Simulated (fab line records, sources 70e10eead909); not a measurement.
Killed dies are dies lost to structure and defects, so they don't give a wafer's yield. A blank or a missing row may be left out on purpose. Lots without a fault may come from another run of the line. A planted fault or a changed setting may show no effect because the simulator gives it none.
A struck lot beside a sound one | flow nand_harc | 14 steps out of a route of 1302
Sound: wafers L158.1, L158.2, L158.6. Struck: wafers L173.1, L173.2, L173.3. The cause comes at the end.
At each step with rows: each side's tool, then ch and its chambers, then its first start. Under that, the readings that differ: sound wafers | struck wafers | difference of the means | sigmas: that difference in standard deviations of wafers without a fault.
alike: readings whose means differ by less than 2 such deviations, and words and numbers that are the same on both sides. not compared: withheld readings, readings that some wafer has no value for, bounds like >300 that may hide the same value, and numbers for which the record gives no deviation and whose values overlap.
The two part at a step that has a row with sigmas, a row that says differs or no value, or rows on one side only. Numbers that don't overlap but have no deviation are shown without sigmas and don't part them. A reading that every wafer of one side lacks parts them only if that side has two wafers or more.

first, 1 step without rows for these wafers: NHARC_A_STAIRCASE_HARDBAKE_218 (time 140 s).
NHARC_A_STAIRCASE_DESCUM_219: chemistry O2, time 3 s.
  sound on rie_diel-10 ch 0,1,3, day 16 08:03; struck on rie_diel-01 ch 0,1,3, day 22 02:04
  alike: drypump_motor_current_A, oes_product_au, rf_vpp_V, showerhead_plenum_p_Torr, throttle_valve_pct
  not compared: rf_hours_counter_h
NHARC_A_STAIRCASE_TRIM_220: chemistry O2, time 211.2 s.
  sound on rie_diel-10 ch 0,1, day 16 08:08; struck on rie_diel-01 ch 0,1,2, day 22 02:09
  alike: drypump_motor_current_A, oes_product_au, rf_vpp_V, showerhead_plenum_p_Torr, throttle_valve_pct
  not compared: rf_hours_counter_h
then, 2 steps without rows for these wafers: NHARC_A_STAIRCASE_ETCH_221 (etches the open film in C4F8/O2, target depth 100 nm, time 40.5 s); NHARC_A_STAIRCASE_TRIM_222 (chemistry O2, time 211.2 s).
NHARC_A_STAIRCASE_ETCH_223: etches the open film in C4F8/O2, target depth 100 nm, time 40.5 s.
  sound on rie_diel-10 ch 1,2,3; struck on rie_diel-01 ch 0,1,3
  alike: oes_product_au, rf_fwd_power_W, rf_vpp_V
  not compared: rf_hours_counter_h
then, 4 steps without rows for these wafers: NHARC_A_STAIRCASE_TRIM_224 (chemistry O2, time 211.2 s); NHARC_A_STAIRCASE_ETCH_225 (etches the open film in C4F8/O2, target depth 100 nm, time 40.5 s); NHARC_A_STAIRCASE_TRIM_226 (chemistry O2, time 211.2 s); NHARC_A_STAIRCASE_ETCH_227 (etches the open film in C4F8/O2, target depth 100 nm, time 40.5 s).
NHARC_A_STAIRCASE_TRIM_229: chemistry O2, time 211.2 s.
  sound on rie_diel-01 ch 1,2,3, day 16 10:14; struck on rie_diel-01 ch 0,2,3, day 22 03:10
  alike: drypump_motor_current_A, oes_product_au, rf_vpp_V, showerhead_plenum_p_Torr, throttle_valve_pct
  not compared: rf_hours_counter_h
NHARC_A_STAIRCASE_ETCH_230: etches the open film in C4F8/O2, target depth 100 nm, time 40.5 s.
  sound on rie_diel-01 ch 2,3, day 16 10:41; struck on rie_diel-01 ch 0,1,2, day 22 03:22
  reading               | sound             | struck            | difference | sigmas
  oes_product_au (a.u.) | 0.949 0.918 0.945 | 1.155 1.188 1.203 | +0.245     | +14
  rf_fwd_power_W (W)    | 588 596 590       | 835 828 832       | +240       | +71
  alike: rf_vpp_V
  not compared: rf_hours_counter_h
NHARC_A_STAIRCASE_TRIM_231: chemistry O2, time 211.2 s.
  sound on rie_diel-01 ch 0,2,3; struck on rie_diel-01 ch 0,1,3
  alike: drypump_motor_current_A, oes_product_au, rf_vpp_V, showerhead_plenum_p_Torr, throttle_valve_pct
  not compared: rf_hours_counter_h
-- the record jumps here: 8 days lie between the struck wafers' starts before and after (it left off in module A_STAIRCASE and takes up again in module END, whose first step shown is number 1302 of the route) --
NHARC_END_SORT_01:
  sound on prober-01 ch 0, day 24 17:32; struck on prober-02 ch 0, day 30 06:44
  reading         | sound    | struck                                                               | difference                   | sigmas
  hold            | - - -    | await_dispo/6.9h/scrap await_dispo/6.9h/scrap await_dispo/6.9h/scrap | no value on the sound wafers |
  killed_at_array | 71 62 61 | 668 672 670                                                          | +605                         | +28
  killed_dies     | 77 64 62 | 677 677 677                                                          | +609                         | +28
  alike: killed_at_other, killed_at_periphery, killed_open, killed_short

WHERE THEY PART
First at NHARC_A_STAIRCASE_ETCH_230; last, within this record, at NHARC_END_SORT_01.

WHY: what the simulator had put in
Process parameter drift: rie_diel-01, from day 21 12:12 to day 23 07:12, at NHARC_A_STAIRCASE_ETCH_230. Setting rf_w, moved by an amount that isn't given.
